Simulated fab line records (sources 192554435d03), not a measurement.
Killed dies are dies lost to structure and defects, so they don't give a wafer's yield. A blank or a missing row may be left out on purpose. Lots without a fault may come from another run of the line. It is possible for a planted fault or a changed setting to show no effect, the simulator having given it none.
Which tool did it?	flow n5_finfet	21 lots with 63 wafers sampled at 6 steps, on a route of 1938 steps

## WHAT EACH GAUGE READ, for each wafer
The record lacks any reading of a measuring or inspecting step that a usual standard deviation could be used to judge.

## WHAT TOOL EACH LOT RAN ON (gives the tool, then ch and the chambers of the sampled wafers, and finally the start)
lot	N5_BEOL_M4_STRIP_66	N5_BEOL_M4_ETCH_69	N5_BEOL_M4_ETCH_41	N5_BEOL_M4_PRE_CLEAN_45	N5_BEOL_M4_SPUTTER_79	N5_BEOL_M4_SPUTTER_90
L076	rie_diel-04 ch 0,2,3, day 7 18:50	rie_diel-04 ch 0,1,3, day 7 19:41	rie_diel-06 ch 0,3, day 8 08:40 or earlier	pvd_sputter-02, day 8 08:40	pvd_sputter-01, day 8 09:28	pvd_sputter-01, day 8 10:21
L077	rie_diel-05 ch 0,1, day 8 10:17	rie_diel-04 ch 1,2, day 8 11:14	rie_diel-04 ch 1,2,3, day 8 14:18 or earlier	pvd_sputter-01, day 8 14:18	pvd_sputter-02, day 8 15:06	pvd_sputter-02, day 8 15:59
L078	rie_diel-05 ch 1,2, day 8 11:38	rie_diel-05 ch 0,1,2, day 8 12:22	rie_diel-04 ch 2,3, day 8 15:08 or earlier	pvd_sputter-01, day 8 15:08	pvd_sputter-03, day 8 16:09	pvd_sputter-03, day 8 17:02
L080	rie_diel-04 ch 0,2, day 9 00:09	rie_diel-04 ch 1,2,3, day 9 00:56	rie_diel-05 ch 0,2, day 9 04:04 or earlier	pvd_sputter-03, day 9 04:04	pvd_sputter-02, day 9 05:13	pvd_sputter-02, day 9 06:06
L081	rie_diel-06 ch 1,2,3, day 9 14:42	rie_diel-06 ch 1,3, day 9 15:41	rie_diel-05 ch 1,3, day 9 17:08 or earlier	pvd_sputter-02, day 9 17:08	pvd_sputter-01, day 9 18:02	pvd_sputter-01, day 9 18:55
L082	rie_diel-06 ch 1,2, day 9 14:58	rie_diel-04 ch 1,2,3, day 9 15:47	rie_diel-05 ch 1,3, day 9 19:41 or earlier	pvd_sputter-01, day 9 19:41	pvd_sputter-01, day 9 20:53	pvd_sputter-01, day 9 21:46
L083	rie_diel-06 ch 1,2,3, day 9 17:22	rie_diel-05 ch 1, day 9 18:43	rie_diel-05 ch 1, day 9 22:41 or earlier	pvd_sputter-01, day 9 22:41	pvd_sputter-02, day 9 23:25	pvd_sputter-02, day 10 00:18
L084	rie_diel-05 ch 1, day 9 20:53	rie_diel-06 ch 1,2, day 9 22:38	rie_diel-04 ch 1,2, day 10 00:26 or earlier	pvd_sputter-01, day 10 00:26	pvd_sputter-03, day 10 01:13	pvd_sputter-03, day 10 02:06
L086	rie_diel-05 ch 1,2, day 10 07:04	rie_diel-04 ch 2,3, day 10 07:55	rie_diel-06 ch 0,2, day 10 15:52 or earlier	pvd_sputter-03, day 10 15:52	pvd_sputter-03, day 10 18:15	pvd_sputter-03, day 10 19:08
L087	rie_diel-05 ch 0,1,2, day 10 15:38	rie_diel-06 ch 0,3, day 10 16:55	rie_diel-05 ch 0,1,2, day 10 19:55 or earlier	pvd_sputter-03, day 10 19:55	pvd_sputter-02, day 10 20:44	pvd_sputter-02, day 10 21:37
L085	rie_diel-05 ch 1,3, day 10 19:32	rie_diel-06 ch 0,2,3, day 10 20:30	rie_diel-06 ch 0,2, day 10 22:29 or earlier	pvd_sputter-01, day 10 22:29	pvd_sputter-01, day 10 23:23	pvd_sputter-01, day 11 00:16
L088	rie_diel-04 ch 1,2,3, day 10 20:55	rie_diel-04 ch 0,1,2, day 10 22:06	rie_diel-06 ch 0,3, day 10 23:02 or earlier	pvd_sputter-01, day 10 23:02	pvd_sputter-02, day 11 00:31	pvd_sputter-02, day 11 01:23
L089	rie_diel-04 ch 0,1,3, day 11 08:28	rie_diel-06 ch 0,3, day 11 09:17	rie_diel-04 ch 0,2,3, day 11 22:47 or earlier	pvd_sputter-03, day 11 22:47	pvd_sputter-03, day 11 23:59	pvd_sputter-03, day 12 00:52
L090	rie_diel-04 ch 0,2, day 11 09:13	rie_diel-05 ch 0,1, day 11 10:02	rie_diel-05 ch 0,1,2, day 12 02:17 or earlier	pvd_sputter-01, day 12 02:17	pvd_sputter-01, day 12 03:14	pvd_sputter-01, day 12 04:07
L091	rie_diel-06 ch 0,1,3, day 11 17:22	rie_diel-04 ch 1,2,3, day 11 18:28	rie_diel-06 ch 0,1,2, day 12 08:16 or earlier	pvd_sputter-01, day 12 08:16	pvd_sputter-03, day 12 09:34	pvd_sputter-03, day 12 11:11
L093	rie_diel-04 ch 0,1,3, day 12 08:05	rie_diel-06 ch 0,2, day 12 09:01	rie_diel-04 ch 1,2,3, day 12 20:29 or earlier	pvd_sputter-03, day 12 20:29	pvd_sputter-03, day 12 21:38	pvd_sputter-03, day 12 22:31
L094	rie_diel-06 ch 0,1,2, day 12 19:20	rie_diel-05 ch 0,1,3, day 12 20:10	rie_diel-05 ch 0,3, day 13 04:28 or earlier	pvd_sputter-02, day 13 04:28	pvd_sputter-03, day 13 05:17	pvd_sputter-03, day 13 06:10
L092	rie_diel-06 ch 0,2,3, day 12 20:25	rie_diel-04 ch 1,2,3, day 12 21:16	rie_diel-06 ch 0,2,3, day 13 04:31 or earlier	pvd_sputter-01, day 13 04:31	pvd_sputter-01, day 13 05:26	pvd_sputter-01, day 13 06:19
L095	rie_diel-04 ch 0,1, day 13 04:11	rie_diel-05 ch 0,1,3, day 13 05:11	rie_diel-06 ch 0,1, day 13 13:43 or earlier	pvd_sputter-02, day 13 13:43	pvd_sputter-02, day 13 14:30	pvd_sputter-02, day 13 15:23
L096	rie_diel-05 ch 0,1, day 13 17:20	rie_diel-05 ch 0,1,3, day 13 18:03	rie_diel-04 ch 1,3, day 14 02:48 or earlier	pvd_sputter-02, day 14 02:48	pvd_sputter-03, day 14 04:52	pvd_sputter-03, day 14 05:44
L097	rie_diel-04 ch 1,3, day 14 01:05	rie_diel-05 ch 0,2,3, day 14 02:02	rie_diel-04 ch 0,2,3, day 14 09:38 or earlier	pvd_sputter-03, day 14 09:38	pvd_sputter-03, day 14 10:29	pvd_sputter-03, day 14 11:22
- N5_BEOL_M4_STRIP_66: strips in CF4.
- N5_BEOL_M4_ETCH_69: etches SiARC in CF4, target depth 15.6 nm, time 26 s.
- N5_BEOL_M4_ETCH_41: etches SiCN in CH3F/O2, target depth 29.9 nm, time 52.5 s.
- N5_BEOL_M4_PRE_CLEAN_45: time 30 s.
- N5_BEOL_M4_SPUTTER_79: material Cu, target thk 4.5 nm, time 8.29 s.
- N5_BEOL_M4_SPUTTER_90: material Cu, target thk 4.5 nm, time 8.29 s.

## AS READ BY THE TOOLS THEMSELVES (means over the sampled wafers that have a number; for cases with no such wafer, the mark the record gives instead)
N5_BEOL_M4_STRIP_66.
lot	tool	cf4_flow_sccm (sccm)	drypump_motor_current_A (A)	oes_product_au (a.u.)	rf_vpp_V (V)	showerhead_plenum_p_Torr (Torr)	throttle_valve_pct (%)
L076	rie_diel-04	150.0	5.6	0.76	270.0	1.76	13.43
L077	rie_diel-05	150.3	6.0	0.79	270.4	1.73	13.38
L078	rie_diel-05	149.7	5.7	0.79	272.0	1.79	13.31
L080	rie_diel-04	150.1	5.7	0.69	270.2	1.75	13.62
L081	rie_diel-06	150.2	6.0	0.74	270.1	1.73	13.73
L082	rie_diel-06	150.2	5.6	0.69	269.5	1.72	13.87
L083	rie_diel-06	150.1	6.0	0.73	269.8	1.73	13.72
L084	rie_diel-05	150.2	6.0	0.83	270.6	1.74	13.19
L086	rie_diel-05	149.8	5.7	0.78	270.7	1.78	13.36
L087	rie_diel-05	150.3	5.6	0.82	271.3	1.83	13.38
L085	rie_diel-05	150.1	5.9	0.87	270.2	1.75	13.26
L088	rie_diel-04	149.9	5.4	0.74	270.6	1.77	13.46
L089	rie_diel-04	150.0	5.4	0.82	270.8	1.78	13.23
L090	rie_diel-04	150.2	5.7	0.86	272.5	1.88	13.30
L091	rie_diel-06	150.1	6.4	0.90	269.4	1.76	13.46
L093	rie_diel-04	149.8	5.4	0.81	271.0	1.78	13.25
L094	rie_diel-06	150.4	6.0	0.84	269.3	1.75	13.63
L092	rie_diel-06	150.1	6.2	0.80	269.7	1.73	13.58
L095	rie_diel-04	150.2	5.5	0.82	272.5	1.84	13.24
L096	rie_diel-05	149.7	5.9	0.81	272.3	1.78	13.28
L097	rie_diel-04	150.0	5.3	0.77	269.3	1.72	13.29

N5_BEOL_M4_ETCH_69.
lot	tool	cf4_flow_sccm (sccm)	drypump_motor_current_A (A)	etch_rf_on_time_s (s)	oes_product_au (a.u.)	rf_vpp_V (V)	showerhead_plenum_p_Torr (Torr)	throttle_valve_pct (%)
L076	rie_diel-04	100.1	5.4	26.0	0.66	183.3	2.06	15.36
L077	rie_diel-04	100.1	5.6	26.6	0.61	184.3	2.16	15.60
L078	rie_diel-05	100.3	5.6	25.8	0.65	184.3	2.12	15.59
L080	rie_diel-04	100.2	5.5	26.0	0.66	184.4	2.11	15.42
L081	rie_diel-06	100.3	6.2	24.7	0.65	184.3	2.09	15.79
L082	rie_diel-04	99.8	5.5	26.2	0.65	183.7	2.11	15.44
L083	rie_diel-05	100.0	6.1	25.3	0.73	183.1	2.09	15.27
L084	rie_diel-06	99.6	5.6	26.2	0.59	182.8	2.05	15.83
L086	rie_diel-04	99.6	5.5	26.3	0.69	183.4	2.12	15.37
L087	rie_diel-06	99.9	6.6	25.4	0.81	183.5	2.10	15.48
L085	rie_diel-06	100.2	6.2	25.6	0.71	183.7	2.06	15.55
L088	rie_diel-04	100.2	5.5	26.4	0.67	184.3	2.17	15.45
L089	rie_diel-06	100.1	6.5	24.7	0.76	183.3	2.07	15.44
L090	rie_diel-05	100.1	5.8	25.6	0.76	185.5	2.22	15.34
L091	rie_diel-04	100.1	5.5	26.2	0.64	183.7	2.10	15.49
L093	rie_diel-06	100.2	6.2	26.2	0.72	182.7	2.08	15.63
L094	rie_diel-05	99.9	5.8	25.8	0.75	184.2	2.15	15.40
L092	rie_diel-04	99.7	5.5	26.2	0.63	184.0	2.10	15.50
L095	rie_diel-05	100.0	5.8	25.7	0.75	183.7	2.15	15.40
L096	rie_diel-05	100.1	5.8	25.9	0.74	183.9	2.15	15.42
L097	rie_diel-05	100.0	5.5	26.2	0.78	184.0	2.20	15.38

N5_BEOL_M4_ETCH_41.
lot	tool	CH3F_flow_sccm (sccm)	drypump_motor_current_A (A)	oes_product_au (a.u.)	rf_vpp_V (V)	showerhead_plenum_p_Torr (Torr)	throttle_valve_pct (%)
L076	rie_diel-06	29.97	6.5	0.82	295.5	1.94	16.24
L077	rie_diel-04	30.05	5.4	0.78	296.4	1.98	16.12
L078	rie_diel-04	30.02	5.6	0.77	297.5	2.03	16.26
L080	rie_diel-05	29.96	5.3	0.69	298.0	2.02	16.43
L081	rie_diel-05	30.02	5.9	0.78	296.9	1.97	16.25
L082	rie_diel-05	30.06	5.7	0.73	296.4	1.97	16.46
L083	rie_diel-05	30.05	6.0	0.84	295.8	1.96	16.06
L084	rie_diel-04	30.01	5.6	0.70	297.2	2.00	16.30
L086	rie_diel-06	30.05	6.2	0.88	296.8	1.94	16.25
L087	rie_diel-05	29.95	5.6	0.82	298.5	2.06	16.19
L085	rie_diel-06	30.02	6.2	0.87	296.7	1.94	16.27
L088	rie_diel-06	30.05	6.5	0.91	297.0	1.95	16.14
L089	rie_diel-04	30.03	5.6	0.82	298.4	2.05	16.15
L090	rie_diel-05	30.04	5.6	0.81	298.3	2.06	16.21
L091	rie_diel-06	30.07	6.1	0.85	296.7	1.93	16.27
L093	rie_diel-04	30.03	5.4	0.73	297.4	1.96	16.19
L094	rie_diel-05	29.88	5.7	0.90	298.9	2.08	16.20
L092	rie_diel-06	29.95	6.1	0.80	295.2	1.92	16.25
L095	rie_diel-06	29.91	6.4	0.90	296.6	1.96	16.21
L096	rie_diel-04	30.05	5.3	0.77	295.4	1.93	16.06
L097	rie_diel-04	29.97	5.6	0.79	298.7	2.05	16.19

N5_BEOL_M4_PRE_CLEAN_45.
lot	tool	heater_power_w (W)
L076	pvd_sputter-02	344
L077	pvd_sputter-01	320
L078	pvd_sputter-01	315
L080	pvd_sputter-03	336
L081	pvd_sputter-02	350
L082	pvd_sputter-01	302
L083	pvd_sputter-01	326
L084	pvd_sputter-01	321
L086	pvd_sputter-03	338
L087	pvd_sputter-03	310
L085	pvd_sputter-01	314
L088	pvd_sputter-01	322
L089	pvd_sputter-03	329
L090	pvd_sputter-01	292
L091	pvd_sputter-01	304
L093	pvd_sputter-03	348
L094	pvd_sputter-02	364
L092	pvd_sputter-01	327
L095	pvd_sputter-02	333
L096	pvd_sputter-02	332
L097	pvd_sputter-03	348

N5_BEOL_M4_SPUTTER_79.
lot	tool	chamber_pressure_pa (Pa)	substrate_temp_c (C)	throttle_valve_pct (%)
L076	pvd_sputter-01	0.07	-19.98	30.1
L077	pvd_sputter-02	0.07	-20.05	29.3
L078	pvd_sputter-03	0.07	-20.05	31.2
L080	pvd_sputter-02	0.07	-20.02	29.8
L081	pvd_sputter-01	0.07	-20.01	30.1
L082	pvd_sputter-01	0.07	-20.00	30.3
L083	pvd_sputter-02	0.07	-19.97	29.9
L084	pvd_sputter-03	0.07	-19.98	30.2
L086	pvd_sputter-03	0.07	-19.98	30.9
L087	pvd_sputter-02	0.07	-19.91	29.7
L085	pvd_sputter-01	0.07	-19.99	30.2
L088	pvd_sputter-02	0.07	-19.97	28.7
L089	pvd_sputter-03	0.07	-20.01	30.9
L090	pvd_sputter-01	0.07	-20.00	29.9
L091	pvd_sputter-03	0.07	-19.95	29.3
L093	pvd_sputter-03	0.07	-20.07	30.9
L094	pvd_sputter-03	0.07	-19.98	29.8
L092	pvd_sputter-01	0.07	-20.00	30.0
L095	pvd_sputter-02	0.07	-20.03	28.6
L096	pvd_sputter-03	0.07	-20.02	30.0
L097	pvd_sputter-03	0.07	-20.00	30.3

N5_BEOL_M4_SPUTTER_90.
lot	tool	chamber_pressure_pa (Pa)	substrate_temp_c (C)	throttle_valve_pct (%)
L076	pvd_sputter-01	0.07	-19.99	29.9
L077	pvd_sputter-02	0.07	-20.03	29.4
L078	pvd_sputter-03	0.07	-20.00	31.1
L080	pvd_sputter-02	0.07	-19.99	29.9
L081	pvd_sputter-01	0.07	-19.98	30.0
L082	pvd_sputter-01	0.07	-19.98	30.4
L083	pvd_sputter-02	0.07	-19.95	30.1
L084	pvd_sputter-03	0.07	-19.97	30.3
L086	pvd_sputter-03	0.07	-19.93	30.8
L087	pvd_sputter-02	0.07	-20.08	29.7
L085	pvd_sputter-01	0.07	-19.99	30.1
L088	pvd_sputter-02	0.07	-19.98	28.8
L089	pvd_sputter-03	0.07	-20.06	31.0
L090	pvd_sputter-01	0.07	-19.98	29.8
L091	pvd_sputter-03	0.07	-20.13	29.2
L093	pvd_sputter-03	0.07	-19.98	30.9
L094	pvd_sputter-03	0.07	-20.10	29.4
L092	pvd_sputter-01	0.07	-19.88	29.9
L095	pvd_sputter-02	0.07	-19.90	28.7
L096	pvd_sputter-03	0.07	-19.98	30.1
L097	pvd_sputter-03	0.07	-19.97	30.4

## THE ANSWER, worked out from the rows above alone
Rule: the usual values come from the lots themselves. The widest of any qualifying gaps counts: lots, ordered by their means at a reading, are off when they make up no more than a third of the lots, leave a main group of 4 or more, and stand apart from it by 3 or more times the standard deviation of that group's means. A main group is skipped when, at the precision printed for the reading in the tables above, its means are all equal. Also off: a lot with no number at a reading for which 4 or more lots have one. Where the step has rows for the other lots, those lots are counted as sound. After the gauges, taken in route order, come the tools' own readings; for these a lot's mean is taken, as printed above. The first step at which some lot is off is used, and at that step the reading that is off furthest; a lot without a number counts as furthest.
No lot is off on any of the readings shown, so nothing can be concluded from this.

## WHAT THE SIMULATOR PUT IN
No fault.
